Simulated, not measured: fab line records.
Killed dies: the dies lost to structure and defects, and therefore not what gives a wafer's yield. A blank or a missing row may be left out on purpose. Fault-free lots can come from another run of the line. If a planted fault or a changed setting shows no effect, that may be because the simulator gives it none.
fab line records :: flow nand_harc :: part 2 of 2: steps 26 to 33 of 33
record:
  lots: 5
  wafers: 15
  last_day: 24
route steps=1159 shown A_CONTACT@922
lots untouched by any fault: they come from a run of this same line in which no faults occurred
start_h: the number of hours between the record's first day and the start of the first shown wafer of the lot :: wait_h: time in hours since the lot's previous step :: " the same as in the row above :: L1.1+2: several wafers, shown together as one row :: - value missing, or start not given :: * or withheld: withheld :: < > ~ a bound
route shown NAME@n: names a module that has steps shown in the file, with the first one's number in the route :: usual: mean/standard deviation taken from wafers without a fault :: same: alike in all rows :: chamber/n: place in a boat :: sites: the reading at each site :: _std_site: the standard deviation of these :: _edge_site: outer sites' mean less inner sites' :: radius_mm: for every site, how far away it sits from the centre of the wafer :: mask NAME#n: copy n :: behind: tool/chamber where the wafer was last shaped :: hold: why the lot went on hold/how many hours it stayed there/how the hold came to an end :: device: transistor that didn't switch, given as n, p or np :: end of line: the same wafers' tests at the end of the route :: step lacking rows: just its recipe :: killed: count of dies lost to structure and defects at first sort (not the wafer's yield) :: map: shows each die of a wafer: x if killed, . if not, _ if none is there
set.NAME: the setting that was run; set.NAME@STEP: the one run at that earlier step :: model.NAME: the simulator's own value behind a step, which no gauge read
certain route steps with their lots: each step a table, each wafer a row
services: the hour from which a tool's chamber was out of use, counted from the record's first day as start_h (under 0 if before that day), plus the number of hours and why
== steps ==
step: NHARC_A_CONTACT_ETCH_138
recipe:
  source_w: withheld
  pressure_mtorr: 20
  bias_v: 3000
  time_s: 132
  target_depth_a: 12890
  ar_flow_sccm: withheld
  c4f8_flow_sccm: withheld
  o2_flow_sccm: withheld
  chemistry: C4F8/O2/Ar
lot.wafer: L083.1
tool: har_cap_etch-02
chamber: 0
start_h: 438.96
wait_h: 0.1
rf_hours_counter_h: 21

lot.wafer: L083.6
tool: har_cap_etch-02
chamber: 1
start_h: 438.96
wait_h: 0.1
rf_hours_counter_h: -

lot.wafer: L083.5
tool: har_cap_etch-02
chamber: 0
start_h: 438.96
wait_h: 0.1
rf_hours_counter_h: -

lot.wafer: L089.2
tool: har_cap_etch-01
chamber: 1
start_h: 462.54
wait_h: 0.1
rf_hours_counter_h: 74

lot.wafer: L089.1
tool: har_cap_etch-01
chamber: 0
start_h: 462.54
wait_h: 0.1
rf_hours_counter_h: 74

lot.wafer: L089.6
tool: har_cap_etch-01
chamber: 0
start_h: 462.54
wait_h: 0.1
rf_hours_counter_h: -

lot.wafer: L088.2
tool: har_cap_etch-02
chamber: 0
start_h: 473.47
wait_h: 0.1
rf_hours_counter_h: 27

lot.wafer: L088.4
tool: har_cap_etch-02
chamber: 1
start_h: 473.47
wait_h: 0.1
rf_hours_counter_h: -

lot.wafer: L088.5
tool: har_cap_etch-02
chamber: 1
start_h: 473.47
wait_h: 0.1
rf_hours_counter_h: -

lot.wafer: L090.4
tool: har_cap_etch-02
chamber: 1
start_h: 477.80
wait_h: 0.1
rf_hours_counter_h: -

lot.wafer: L090.6
tool: har_cap_etch-02
chamber: 1
start_h: 477.80
wait_h: 0.1
rf_hours_counter_h: -

lot.wafer: L090.5
tool: har_cap_etch-02
chamber: 0
start_h: 477.80
wait_h: 0.1
rf_hours_counter_h: -

lot.wafer: L096.2
tool: har_cap_etch-01
chamber: 1
start_h: 525.99
wait_h: 0.1
rf_hours_counter_h: 85

lot.wafer: L096.6
tool: har_cap_etch-01
chamber: 1
start_h: 525.99
wait_h: 0.1
rf_hours_counter_h: -

lot.wafer: L096.5
tool: har_cap_etch-01
chamber: 0
start_h: 525.99
wait_h: 0.1
rf_hours_counter_h: -
step: NHARC_A_CONTACT_ETCH_139
recipe:
  source_w: withheld
  pressure_mtorr: 20
  bias_v: 400
  time_s: 137
  target_depth_a: 5900
  ar_flow_sccm: withheld
  c4f8_flow_sccm: 11.5
  o2_flow_sccm: 7.2
  chemistry: C4F8/O2/Ar
lot.wafer: L083.1
tool: har_cap_etch-02
chamber: 0
start_h: 439.10
wait_h: 0.1
rf_hours_counter_h: 21

lot.wafer: L083.6
tool: har_cap_etch-02
chamber: 1
start_h: 439.10
wait_h: 0.1
rf_hours_counter_h: -

lot.wafer: L083.5
tool: har_cap_etch-02
chamber: 0
start_h: 439.10
wait_h: 0.1
rf_hours_counter_h: -

lot.wafer: L089.2
tool: har_cap_etch-01
chamber: 1
start_h: 462.67
wait_h: 0.1
rf_hours_counter_h: 74

lot.wafer: L089.1
tool: har_cap_etch-01
chamber: 0
start_h: 462.67
wait_h: 0.1
rf_hours_counter_h: 74

lot.wafer: L089.6
tool: har_cap_etch-01
chamber: 0
start_h: 462.67
wait_h: 0.1
rf_hours_counter_h: -

lot.wafer: L088.2
tool: har_cap_etch-02
chamber: 0
start_h: 473.61
wait_h: 0.1
rf_hours_counter_h: 27

lot.wafer: L088.4
tool: har_cap_etch-02
chamber: 1
start_h: 473.61
wait_h: 0.1
rf_hours_counter_h: -

lot.wafer: L088.5
tool: har_cap_etch-02
chamber: 1
start_h: 473.61
wait_h: 0.1
rf_hours_counter_h: -

lot.wafer: L090.4
tool: har_cap_etch-02
chamber: 1
start_h: 478.01
wait_h: 0.2
rf_hours_counter_h: -

lot.wafer: L090.6
tool: har_cap_etch-02
chamber: 1
start_h: 478.01
wait_h: 0.2
rf_hours_counter_h: -

lot.wafer: L090.5
tool: har_cap_etch-02
chamber: 0
start_h: 478.01
wait_h: 0.2
rf_hours_counter_h: -

lot.wafer: L096.2
tool: har_cap_etch-01
chamber: 1
start_h: 526.11
wait_h: 0.1
rf_hours_counter_h: 85

lot.wafer: L096.6
tool: har_cap_etch-01
chamber: 1
start_h: 526.11
wait_h: 0.1
rf_hours_counter_h: -

lot.wafer: L096.5
tool: har_cap_etch-01
chamber: 0
start_h: 526.11
wait_h: 0.1
rf_hours_counter_h: -
step: NHARC_A_CONTACT_ETCH_92
recipe:
  target_depth_a: 400
  over_etch_frac: 0.5
  time_s: 85.7
  ion_energy_ev: 120
  ch3f_flow_sccm: 50
  o2_flow_sccm: 30
  ar_flow_sccm: 200
  rf_w: 500
  bias_w: 100
  chemistry: CH3F/O2
usual:
  bias_w: 100.0/0.32
  drypump_motor_current_A: 5.6/0.54
  oes_product_au: 0.925/0.0072
  rf_vpp_V: 244.7/1.9
  showerhead_plenum_p_Torr: 2.48/0.12
  throttle_valve_pct: 20.664/0.0095
lot.wafer: L083.1
tool: rie_diel-02
chamber: 3
start_h: 439.51
wait_h: 0.4
bias_w: 99.8
drypump_motor_current_A: 5.8
oes_product_au: 0.910
rf_hours_counter_h: 20
rf_vpp_V: 246.1
showerhead_plenum_p_Torr: 2.56
throttle_valve_pct: 20.654

lot.wafer: L083.6
tool: rie_diel-02
chamber: 0
start_h: 439.51
wait_h: 0.4
bias_w: 99.7
drypump_motor_current_A: 6.3
oes_product_au: 0.921
rf_hours_counter_h: -
rf_vpp_V: 246.0
showerhead_plenum_p_Torr: 2.59
throttle_valve_pct: 20.667

lot.wafer: L083.5
tool: rie_diel-02
chamber: 1
start_h: 439.51
wait_h: 0.4
bias_w: 100.1
drypump_motor_current_A: 4.9
oes_product_au: 0.914
rf_hours_counter_h: -
rf_vpp_V: 244.5
showerhead_plenum_p_Torr: 2.50
throttle_valve_pct: 20.681

lot.wafer: L089.1
tool: rie_diel-02
chamber: 2
start_h: 463.07
wait_h: 0.3
bias_w: 100.0
drypump_motor_current_A: 5.5
oes_product_au: 0.923
rf_hours_counter_h: 25
rf_vpp_V: 240.7
showerhead_plenum_p_Torr: 2.29
throttle_valve_pct: 20.661

lot.wafer: L089.2
tool: rie_diel-02
chamber: 1
start_h: 463.07
wait_h: 0.3
bias_w: 100.1
drypump_motor_current_A: 4.9
oes_product_au: 0.924
rf_hours_counter_h: 24
rf_vpp_V: 245.9
showerhead_plenum_p_Torr: 2.50
throttle_valve_pct: 20.680

lot.wafer: L089.6
tool: rie_diel-02
chamber: 3
start_h: 463.07
wait_h: 0.3
bias_w: 100.1
drypump_motor_current_A: 5.8
oes_product_au: 0.925
rf_hours_counter_h: -
rf_vpp_V: 245.9
showerhead_plenum_p_Torr: 2.55
throttle_valve_pct: 20.669

lot.wafer: L088.4
tool: rie_diel-11
chamber: 2
start_h: 473.99
wait_h: 0.3
bias_w: 99.7
drypump_motor_current_A: 4.8
oes_product_au: 0.925
rf_hours_counter_h: 40
rf_vpp_V: 245.3
showerhead_plenum_p_Torr: 2.55
throttle_valve_pct: 20.682

lot.wafer: L088.2
tool: rie_diel-11
chamber: 0
start_h: 473.99
wait_h: 0.3
bias_w: 100.2
drypump_motor_current_A: 5.1
oes_product_au: 0.923
rf_hours_counter_h: 38
rf_vpp_V: 247.7
showerhead_plenum_p_Torr: 2.64
throttle_valve_pct: 20.652

lot.wafer: L088.5
tool: rie_diel-11
chamber: 2
start_h: 473.99
wait_h: 0.3
bias_w: 100.3
drypump_motor_current_A: 4.9
oes_product_au: 0.929
rf_hours_counter_h: -
rf_vpp_V: 244.8
showerhead_plenum_p_Torr: 2.55
throttle_valve_pct: 20.674

lot.wafer: L090.4
tool: rie_diel-11
chamber: 0
start_h: 478.40
wait_h: 0.3
bias_w: 99.8
drypump_motor_current_A: 5.1
oes_product_au: 0.925
rf_hours_counter_h: 40
rf_vpp_V: 246.9
showerhead_plenum_p_Torr: 2.64
throttle_valve_pct: 20.654

lot.wafer: L090.6
tool: rie_diel-11
chamber: 0
start_h: 478.40
wait_h: 0.3
bias_w: 99.7
drypump_motor_current_A: 5.1
oes_product_au: 0.925
rf_hours_counter_h: -
rf_vpp_V: 246.2
showerhead_plenum_p_Torr: 2.64
throttle_valve_pct: 20.666

lot.wafer: L090.5
tool: rie_diel-11
chamber: 1
start_h: 478.40
wait_h: 0.3
bias_w: 99.9
drypump_motor_current_A: 6.4
oes_product_au: 0.936
rf_hours_counter_h: -
rf_vpp_V: 241.9
showerhead_plenum_p_Torr: 2.31
throttle_valve_pct: 20.674

lot.wafer: L096.2
tool: rie_diel-12
chamber: 0
start_h: 526.56
wait_h: 0.4
bias_w: 99.7
drypump_motor_current_A: 5.7
oes_product_au: 0.915
rf_hours_counter_h: 53
rf_vpp_V: 244.2
showerhead_plenum_p_Torr: 2.42
throttle_valve_pct: 20.662

lot.wafer: L096.6
tool: rie_diel-12
chamber: 1
start_h: 526.56
wait_h: 0.4
bias_w: 100.4
drypump_motor_current_A: 5.0
oes_product_au: 0.927
rf_hours_counter_h: -
rf_vpp_V: 241.3
showerhead_plenum_p_Torr: 2.30
throttle_valve_pct: 20.657

lot.wafer: L096.5
tool: rie_diel-12
chamber: 2
start_h: 526.56
wait_h: 0.4
bias_w: 99.9
drypump_motor_current_A: 5.8
oes_product_au: 0.930
rf_hours_counter_h: -
rf_vpp_V: 242.7
showerhead_plenum_p_Torr: 2.42
throttle_valve_pct: 20.658
step: NHARC_A_CONTACT_ETCH_98
recipe:
  target_depth_a: 200
  over_etch_frac: 0.5
  time_s: 10
  ion_energy_ev: 250
  c4f6_flow_sccm: 25
  o2_flow_sccm: 20
  ar_flow_sccm: 500
  rf_w: 600
  bias_w: 500
  chemistry: C4F6/O2
usual:
  bias_w: 499.7/1.4
  drypump_motor_current_A: 5.6/0.54
  oes_product_au: 0.956/0.016
  rf_vpp_V: 548/3.7
  showerhead_plenum_p_Torr: 3.98/0.18
  throttle_valve_pct: 26.903/0.0097
lot.wafer: L083.1
tool: rie_diel-02
chamber: 2
start_h: -
wait_h: -
bias_w: 499.3
drypump_motor_current_A: 5.5
oes_product_au: 0.941
rf_hours_counter_h: 19
rf_vpp_V: 543
showerhead_plenum_p_Torr: 3.68
throttle_valve_pct: 26.901

lot.wafer: L083.5
tool: rie_diel-02
chamber: 2
start_h: -
wait_h: -
bias_w: 499.1
drypump_motor_current_A: 5.5
oes_product_au: 0.941
rf_hours_counter_h: -
rf_vpp_V: 542
showerhead_plenum_p_Torr: 3.68
throttle_valve_pct: 26.915

lot.wafer: L083.6
tool: rie_diel-02
chamber: 3
start_h: -
wait_h: -
bias_w: 498.7
drypump_motor_current_A: 5.8
oes_product_au: 0.926
rf_hours_counter_h: -
rf_vpp_V: 551
showerhead_plenum_p_Torr: 4.07
throttle_valve_pct: 26.881

lot.wafer: L089.2
tool: rie_diel-02
chamber: 1
start_h: -
wait_h: -
bias_w: 500.5
drypump_motor_current_A: 4.9
oes_product_au: 0.936
rf_hours_counter_h: 24
rf_vpp_V: 548
showerhead_plenum_p_Torr: 3.98
throttle_valve_pct: 26.908

lot.wafer: L089.1
tool: rie_diel-02
chamber: 2
start_h: -
wait_h: -
bias_w: 501.5
drypump_motor_current_A: 5.5
oes_product_au: 0.953
rf_hours_counter_h: 25
rf_vpp_V: 542
showerhead_plenum_p_Torr: 3.67
throttle_valve_pct: 26.915

lot.wafer: L089.6
tool: rie_diel-02
chamber: 0
start_h: -
wait_h: -
bias_w: 500.1
drypump_motor_current_A: 6.3
oes_product_au: 0.956
rf_hours_counter_h: -
rf_vpp_V: 551
showerhead_plenum_p_Torr: 4.12
throttle_valve_pct: 26.877

lot.wafer: L088.2
tool: rie_diel-11
chamber: 1
start_h: -
wait_h: -
bias_w: 500.2
drypump_motor_current_A: 6.4
oes_product_au: 0.963
rf_hours_counter_h: 42
rf_vpp_V: 543
showerhead_plenum_p_Torr: 3.70
throttle_valve_pct: 26.915

lot.wafer: L088.4
tool: rie_diel-11
chamber: 2
start_h: -
wait_h: -
bias_w: 498.3
drypump_motor_current_A: 4.8
oes_product_au: 0.969
rf_hours_counter_h: 40
rf_vpp_V: 551
showerhead_plenum_p_Torr: 4.06
throttle_valve_pct: 26.910

lot.wafer: L088.5
tool: rie_diel-11
chamber: 2
start_h: -
wait_h: -
bias_w: 500.5
drypump_motor_current_A: 4.8
oes_product_au: 0.974
rf_hours_counter_h: -
rf_vpp_V: 549
showerhead_plenum_p_Torr: 4.06
throttle_valve_pct: 26.877

lot.wafer: L090.4
tool: rie_diel-11
chamber: 3
start_h: -
wait_h: -
bias_w: 497.9
drypump_motor_current_A: 6.0
oes_product_au: 0.959
rf_hours_counter_h: 37
rf_vpp_V: 552
showerhead_plenum_p_Torr: 4.12
throttle_valve_pct: 26.908

lot.wafer: L090.6
tool: rie_diel-11
chamber: 2
start_h: -
wait_h: -
bias_w: 498.4
drypump_motor_current_A: 4.8
oes_product_au: 0.952
rf_hours_counter_h: -
rf_vpp_V: 551
showerhead_plenum_p_Torr: 4.06
throttle_valve_pct: 26.924

lot.wafer: L090.5
tool: rie_diel-11
chamber: 3
start_h: -
wait_h: -
bias_w: 500.0
drypump_motor_current_A: 5.9
oes_product_au: 0.962
rf_hours_counter_h: -
rf_vpp_V: 551
showerhead_plenum_p_Torr: 4.12
throttle_valve_pct: 26.897

lot.wafer: L096.2
tool: rie_diel-12
chamber: 1
start_h: -
wait_h: -
bias_w: 499.9
drypump_motor_current_A: 5.0
oes_product_au: 0.955
rf_hours_counter_h: 54
rf_vpp_V: 542
showerhead_plenum_p_Torr: 3.69
throttle_valve_pct: 26.897

lot.wafer: L096.5
tool: rie_diel-12
chamber: 0
start_h: -
wait_h: -
bias_w: 500.1
drypump_motor_current_A: 5.7
oes_product_au: 0.952
rf_hours_counter_h: -
rf_vpp_V: 544
showerhead_plenum_p_Torr: 3.86
throttle_valve_pct: 26.896

lot.wafer: L096.6
tool: rie_diel-12
chamber: 1
start_h: -
wait_h: -
bias_w: 501.1
drypump_motor_current_A: 5.0
oes_product_au: 0.962
rf_hours_counter_h: -
rf_vpp_V: 542
showerhead_plenum_p_Torr: 3.69
throttle_valve_pct: 26.889
step: NHARC_A_CONTACT_CD_MEAS_15
usual:
  cd_nm: 90.2/0.41
lot.wafer: L083.1
tool: cd_sem-02
chamber: -
start_h: 439.69
wait_h: -
cd_nm: 89.7

lot.wafer: L083.5
tool: cd_sem-02
chamber: -
start_h: 439.69
wait_h: -
cd_nm: 90.2

lot.wafer: L083.6
tool: cd_sem-02
chamber: -
start_h: 439.69
wait_h: -
cd_nm: 90.1

lot.wafer: L089.1
tool: cd_sem-02
chamber: -
start_h: 463.29
wait_h: -
cd_nm: 89.7

lot.wafer: L089.2
tool: cd_sem-02
chamber: -
start_h: 463.29
wait_h: -
cd_nm: 89.8

lot.wafer: L089.6
tool: cd_sem-02
chamber: -
start_h: 463.29
wait_h: -
cd_nm: 89.7

lot.wafer: L088.2
tool: cd_sem-01
chamber: -
start_h: 474.20
wait_h: -
cd_nm: 90.0

lot.wafer: L088.4
tool: cd_sem-01
chamber: -
start_h: 474.20
wait_h: -
cd_nm: 89.7

lot.wafer: L088.5
tool: cd_sem-01
chamber: -
start_h: 474.20
wait_h: -
cd_nm: 89.5

lot.wafer: L090.4
tool: cd_sem-02
chamber: -
start_h: 478.62
wait_h: -
cd_nm: 89.7

lot.wafer: L090.5
tool: cd_sem-02
chamber: -
start_h: 478.62
wait_h: -
cd_nm: 89.8

lot.wafer: L090.6
tool: cd_sem-02
chamber: -
start_h: 478.62
wait_h: -
cd_nm: 90.1

lot.wafer: L096.2
tool: cd_sem-01
chamber: -
start_h: 527.20
wait_h: -
cd_nm: 90.1

lot.wafer: L096.5
tool: cd_sem-01
chamber: -
start_h: 527.20
wait_h: -
cd_nm: 90.3

lot.wafer: L096.6
tool: cd_sem-01
chamber: -
start_h: 527.20
wait_h: -
cd_nm: 90.5
step: NHARC_A_CONTACT_STRIP_107
recipe:
  n2_flow_sccm: 150
  h2_flow_sccm: 150
  ar_flow_sccm: 0
  bias_w: 0
  chemistry: N2/H2
lot.wafer: L083.1+5+6
tool: rie_diel-11
chamber: 0,1,2
start_h: 439.80
wait_h: 0.1

lot.wafer: L089.1+2+6
tool: rie_diel-12
chamber: 3,1,0
start_h: 463.36
wait_h: 0.1

lot.wafer: L088.4+2+5
tool: rie_diel-02
chamber: 2,0,2
start_h: 474.28
wait_h: 0.1

lot.wafer: L090.4+5+6
tool: rie_diel-02
chamber: 3,0,1
start_h: 478.72
wait_h: 0.1

lot.wafer: L096.2+5+6
tool: rie_diel-02
chamber: 1,0,1
start_h: 527.28
wait_h: 0.1
step: NHARC_A_CONTACT_STRIP_108
recipe:
  cf4_flow_sccm: 100
  chf3_flow_sccm: 30
  ar_flow_sccm: 0
  bias_w: 0
  chemistry: CF4/CHF3
lot.wafer: L083.1+5+6
tool: rie_diel-11
chamber: 3,0,1
start_h: 439.87
wait_h: 0.1

lot.wafer: L089.2+1+6
tool: rie_diel-12
chamber: 3,1,3
start_h: 463.46
wait_h: 0.1

lot.wafer: L088.2+4+5
tool: rie_diel-02
chamber: 0,1,1
start_h: 474.37
wait_h: 0.1

lot.wafer: L090.4+6+5
tool: rie_diel-02
chamber: 0,0,1
start_h: 479.20
wait_h: 0.5

lot.wafer: L096.2+6+5
tool: rie_diel-02
chamber: 0,0,1
start_h: 527.36
wait_h: 0.1
step: NHARC_A_CONTACT_STRIP_109
recipe:
  o2_flow_sccm: 400
  cos_flow_sccm: 20
  ar_flow_sccm: 0
  bias_w: 0
  chemistry: O2/COS
lot.wafer: L083.1+5+6
tool: rie_diel-11
chamber: 2,3,0
start_h: 439.94
wait_h: 0.1

lot.wafer: L089.1+2+6
tool: rie_diel-12
chamber: 0,1,0
start_h: 463.52
wait_h: 0.1

lot.wafer: L088.4+2+5
tool: rie_diel-02
chamber: 0,1,0
start_h: 474.43
wait_h: 0.1

lot.wafer: L090.4+5+6
tool: rie_diel-02
chamber: 0,2,3
start_h: 479.27
wait_h: 0.1

lot.wafer: L096.2+5+6
tool: rie_diel-02
chamber: 1,2,3
start_h: 527.44
wait_h: 0.1
== services ==
tool: rie_diel-02
chamber: 0
start_h: 410.30
hours: -
kind: clean

tool: rie_diel-02
chamber: 1
start_h: 410.30
hours: -
kind: clean

tool: pecvd-01
chamber: -
start_h: 418.26
hours: 13.0
kind: pm

tool: har_cap_etch-02
chamber: -
start_h: 418.51
hours: 0.6
kind: repair

tool: rie_diel-12
chamber: -
start_h: 423.86
hours: 1.4
kind: repair

tool: arfi_scanner-02
chamber: -
start_h: 428.00
hours: 4.0
kind: pm

tool: har_cap_etch-01
chamber: -
start_h: 434.52
hours: 0.1
kind: repair

tool: arfi_scanner-01
chamber: -
start_h: 442.24
hours: 2.7
kind: repair

tool: litho_track-01
chamber: -
start_h: 443.00
hours: 7.0
kind: pm

tool: rie_diel-12
chamber: 3
start_h: 450.91
hours: 2.4
kind: repair

tool: pecvd-02
chamber: -
start_h: 463.62
hours: 0.9
kind: repair

tool: wet_bench-09
chamber: -
start_h: 464.80
hours: 8.0
kind: pm

tool: litho_track-06
chamber: -
start_h: 467.00
hours: 7.0
kind: pm

tool: pecvd-04
chamber: 0
start_h: 473.71
hours: 4.8
kind: repair

tool: acl_dep-01
chamber: -
start_h: 474.17
hours: 13.0
kind: pm

tool: pecvd-04
chamber: -
start_h: 477.65
hours: 1.1
kind: repair

tool: arfi_scanner-03
chamber: -
start_h: 484.00
hours: 4.0
kind: pm

tool: rie_diel-02
chamber: 2
start_h: 490.18
hours: 1.7
kind: repair

tool: litho_track-04
chamber: -
start_h: 491.00
hours: 7.0
kind: pm

tool: rie_diel-02
chamber: -
start_h: 504.79
hours: 9.0
kind: pm

tool: rie_diel-12
chamber: 3
start_h: 504.83
hours: 5.6
kind: repair

tool: rie_diel-11
chamber: 1
start_h: 509.97
hours: 11.8
kind: repair

tool: rie_diel-02
chamber: 0
start_h: 513.83
hours: 1.9
kind: repair

tool: pecvd-02
chamber: -
start_h: 515.32
hours: 13.0
kind: pm
